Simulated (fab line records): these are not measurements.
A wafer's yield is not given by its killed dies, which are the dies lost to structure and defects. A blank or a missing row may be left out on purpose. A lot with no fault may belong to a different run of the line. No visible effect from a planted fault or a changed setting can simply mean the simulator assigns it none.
Split-lot experiment ; flow n5Finfet ; 39 wafers read from 7 lots, route of 1938 steps

== ON THE SPLIT ==
At N5_DUMMY_GATE_ETCH_32 (etches SiO2 in CF4, target depth 3.5 nm, time 3.9 s), the setting timeS was moved away from the recipe's 3.9 s on 9 of the 39 wafers read, by +15.3% to +22.9%. This setting was run at the recipe's value on the other wafers.

The reading comes from the split's own step.

== THE READING ==
etch.depthNm (the simulator's own value, which no gauge read), in nm, at N5_DUMMY_GATE_ETCH_32 (etches SiO2 in CF4, target depth 3.5 nm, time 3.9 s). There is no usual value for it anywhere in the file. Average 3.496 nm, standard deviation 0.068 nm, over the 30 wafers here run with the recipe.

wafer;tool, chamber at the split;timeS as run, s;against the recipe;etch.depthNm, nm;against lot-mates on the recipe
L074.1;rieSi-06, 0;4.793;+22.9%;4.172;+0.739
L074.2;rieSi-06, 2;3.9;recipe;3.5;-
L074.3;rieSi-06, 1;3.9;recipe;3.396;-
L074.4;rieSi-06, 3;3.9;recipe;3.402;-
L074.5;rieSi-06, 2;4.793;+22.9%;4.299;+0.866
L074.6;rieSi-06, 3;4.793;+22.9%;4.206;+0.773
L076.1;rieSi-06, 2;4.726;+21.2%;4.259;+0.789
L076.2;rieSi-06, 0;4.726;+21.2%;4.162;+0.692
L076.3;rieSi-06, 1;4.726;+21.2%;4.138;+0.668
L076.4;rieSi-06, 3;3.9;recipe;3.469;-
L076.5;rieSi-06, 2;3.9;recipe;3.532;-
L076.6;rieSi-06, 1;3.9;recipe;3.408;-
L079.1;rieSi-01, 3;4.497;+15.3%;3.979;+0.469
L079.2;rieSi-01, 0;3.9;recipe;3.623;-
L079.3;rieSi-01, 2;4.497;+15.3%;4.211;+0.701
L079.4;rieSi-01, 1;3.9;recipe;3.446;-
L079.5;rieSi-01, 1;3.9;recipe;3.462;-
L079.6;rieSi-01, 2;4.497;+15.3%;4.199;+0.689
L087.1;rieSi-01, 2;3.9;recipe;3.618;-
L087.2;rieSi-01, 0;3.9;recipe;3.615;-
L087.3;rieSi-01, 1;3.9;recipe;3.486;-
L087.4;rieSi-01, 3;3.9;recipe;3.467;-
L087.5;rieSi-01, 0;3.9;recipe;3.608;-
L087.6;rieSi-01, 1;3.9;recipe;3.475;-
L090.1;rieSi-06, 1;3.9;recipe;3.419;-
L090.2;rieSi-06, 3;3.9;recipe;3.428;-
L090.3;rieSi-06, 2;3.9;recipe;3.479;-
L090.4;rieSi-06, 0;3.9;recipe;3.422;-
L090.5;rieSi-06, 2;3.9;recipe;3.501;-
L090.6;rieSi-06, 3;3.9;recipe;3.433;-
L092.2;rieSi-01, 0;3.9;recipe;3.584;-
L092.3;rieSi-01, 1;3.9;recipe;3.445;-
L092.4;rieSi-01, 3;3.9;recipe;3.448;-
L093.1;rieSi-04, 1;3.9;recipe;3.546;-
L093.2;rieSi-04, 0;3.9;recipe;3.526;-
L093.3;rieSi-04, 3;3.9;recipe;3.481;-
L093.4;rieSi-04, 2;3.9;recipe;3.572;-
L093.5;rieSi-04, 2;3.9;recipe;3.578;-
L093.6;rieSi-04, 3;3.9;recipe;3.507;-

THE FIT
A straight line over all 39 wafers: etch.depthNm changes by +0.0338 nm for each +1% of timeS; r = +0.96; the points scatter about the line by 0.08 nm.
The same after taking each lot's own level away (the mean of its wafers on the recipe; 39 wafers): +0.0354 nm for each +1%; r = +0.98; scatter 0.066 nm.
On that fit, the largest move of timeS shifts the reading by 0.81 nm.
Across the lots, their own levels run from 3.4327 to 3.5448 nm, a range of 1.6 times the standard deviation given above.
The two slopes are in agreement: the lot-to-lot level therefore moves the slope only a little.
Check: for one of the wafers moved furthest among these (+22.9%), held out of the fit, the line's prediction against its lot-mates is +0.824 nm. Against them it came out at +0.739 nm.

== THE OTHER SPLITS THESE WAFERS WENT THROUGH ==
Note: prior to the reading, these wafers also went through further splits. Each is held against what the fit with the lots' levels taken away leaves over:
other split on the same wafers;wafers away from the commonest value;r with etch.depthNm (lot level and that fit taken away)
N5_FIN_SAQP_ALD_61 aldCycles;12;+0.20
N5_DUMMY_GATE_CVD_03 targetThkA;12;+0.07

== FILE'S OWN FIT ==
etch.depthNm changes by +0.0355 nm for each +1% of timeS, r = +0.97.
